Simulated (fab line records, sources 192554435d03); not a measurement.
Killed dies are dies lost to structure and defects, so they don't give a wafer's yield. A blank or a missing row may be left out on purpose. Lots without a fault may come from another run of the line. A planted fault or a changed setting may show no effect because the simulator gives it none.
A struck lot beside a sound one | flow n5_finfet | 36 steps out of a route of 1938
Sound: wafers L143.4, L143.5, L143.6. Struck: wafers L129.2, L129.3, L129.6. The cause comes at the end.
At each step with rows: each side's tool, then ch and its chambers, then its first start. Under that, the readings that differ: sound wafers | struck wafers | difference of the means | sigmas: that difference in standard deviations of wafers without a fault.
alike: readings whose means differ by less than 2 such deviations, and words and numbers that are the same on both sides. not compared: withheld readings, readings that some wafer has no value for, bounds like >300 that may hide the same value, and numbers for which the record gives no deviation and whose values overlap.
The two part at a step that has a row with sigmas, a row that says differs or no value, or rows on one side only. Numbers that don't overlap but have no deviation are shown without sigmas and don't part them. A reading that every wafer of one side lacks parts them only if that side has two wafers or more.

first, 8 steps without rows for these wafers: N5_BEOL_M1_ECD_50 (material Cu, target thk 300 nm); N5_BEOL_M1_ANNEAL_51 (time 90 s); N5_BEOL_M1_CMP_52 (polishes, stops on SiOC, t overpolish 6.8 s, target thk 40 nm); N5_BEOL_M1_PRE_CLEAN_60 (time 15 s); N5_BEOL_M1_CO_CAP_55 (material Co, precursor CCTBA/H2, target thk 2 nm, time 102.1 s); N5_BEOL_M1_PRE_CLEAN_56 (time 15 s); N5_BEOL_M1_DEP_57 (deposits SiCN from 3MS/NH3, target thk 8 nm, time 14 s); N5_BEOL_M2_ILD_DEP_00 (deposits SiOC from DEMS/O2, target thk 79 nm, time 15.3 s).
N5_BEOL_M2_PECVD_72: deposits SiO2 from TEOS/O2, target thk 16 nm, time 18 s.
  sound on pecvd-01 ch 0,1,2, day 12 17:29; struck on pecvd-01 ch 0,1, day 8 16:02
  no value came back on the struck wafers for any of 5 readings (chamber_pressure_Torr (Torr), heater_power_outer_w (W) and others); on the sound wafers chamber_pressure_Torr (Torr) reads 5.502 5.490 5.505
then, 25 steps without rows for these wafers: N5_BEOL_M2_HM_DEP_02 (deposits TiN, target thk 20 nm); N5_BEOL_M2_COAT_61 (time 60 s, resist thk 60 nm); N5_BEOL_M2_COAT_62 (time 60 s, resist thk 12 nm); N5_BEOL_M2_COAT_73 (time 60 s, resist thk 5 nm); N5_BEOL_M2_COAT_05 (resist thk 30 nm); N5_BEOL_M2_EBR_07; N5_BEOL_M2_SOFTBAKE_06 (time 60 s); N5_BEOL_M2_EXPOSE_08 (exposes mask M2); N5_BEOL_M2_PEB_09 (peb time 60 s); N5_BEOL_M2_DEVELOP_10 (develop time 30 s); N5_BEOL_M2_DESCUM_16 (chemistry O2, time 7 s); N5_BEOL_M2_ETCH_74 (etches underlayer in N2/H2, target depth 6.5 nm, time 5.2 s); N5_BEOL_M2_ETCH_63 (etches SiARC in CF4, target depth 15.6 nm, time 26 s); N5_BEOL_M2_ETCH_64 (etches SOC in N2/H2, target depth 75 nm, overetch 22.5 nm, time 121.9 s); N5_BEOL_M2_STRIP_65 (strips in N2/H2); N5_BEOL_M2_STRIP_75 (strips in N2/H2); N5_BEOL_M2_STRIP_66 (strips in CF4); N5_BEOL_M2_HM_OPEN_17 (chemistry Cl2/BCl3, target TiN, target depth 20 nm, overetch 6 nm); N5_BEOL_M2_STRIP_19 (strips in O2); N5_BEOL_M2_COAT_67 (time 60 s, resist thk 60 nm); N5_BEOL_M2_COAT_68 (time 60 s, resist thk 12 nm); N5_BEOL_M2_COAT_76 (time 60 s, resist thk 5 nm); N5_BEOL_M2_COAT_22 (resist thk 30 nm); N5_BEOL_M2_EBR_24; N5_BEOL_M2_SOFTBAKE_23 (time 60 s).
N5_BEOL_M4_RC_MEAS_101:
  sound on prober-01 ch 0, day 14 03:17; struck on prober-02 ch 0, day 10 09:20
  alike: CJ_P, DIBL_N, DIBL_P, EOT_P, IGATE_P, IOFF_N, IOFF_P, IOFF_P_85C, IOFF_P_LIN, IOFF_P_LONG, ION_N, ION_P, RC_DENSE_P, RC_P, REXT_P, RS_SD_P, SS_N, SS_P, VT_N, VT_P, VT_P_LONG, VT_P_LVT
-- the record jumps here: 4 days lie between the struck wafers' starts before and after (it left off in module BEOL_M4 and takes up again in module PASSIVATION, whose first step shown is number 1936 of the route) --
N5_PASSIVATION_PROBE_49:
  sound on prober-02, day 18 06:14; struck on prober-01, day 14 11:50
  reading                  | sound          | struck         | difference | sigmas
  defect_limited_yield (%) | 89.5 90.9 92.5 | 62.4 65.6 64.0 | -27.0      | -19
  killed_at_M0_to_M3       | 44 28 31       | 367 353 353    | +323       | +33
  killed_dies              | 124 107 88     | 444 406 425    | +319       | +19
  killed_on_rim            | 16 14 19       | 28 117 24      | +40        | +10
  sort_bin_5_function (%)  | 5.7 5.0 4.2    | 32.1 31.0 31.7 | +26.6      | +27
  sort_n_pass              | 1056 1073 1092 | 736 774 755    | -319       | -19
  sort_yield_pct (%)       | 89.5 90.9 92.5 | 62.4 65.6 64.0 | -27.0      | -19
  alike: killed_at_M4_up, killed_at_contacts, killed_at_front_end, killed_at_other, killed_open, killed_short, sort_bin_4_leakage, sort_bin_6_memory

WHERE THEY PART
First at N5_BEOL_M2_PECVD_72; last, within this record, at N5_PASSIVATION_PROBE_49.

WHY: what the simulator had put in
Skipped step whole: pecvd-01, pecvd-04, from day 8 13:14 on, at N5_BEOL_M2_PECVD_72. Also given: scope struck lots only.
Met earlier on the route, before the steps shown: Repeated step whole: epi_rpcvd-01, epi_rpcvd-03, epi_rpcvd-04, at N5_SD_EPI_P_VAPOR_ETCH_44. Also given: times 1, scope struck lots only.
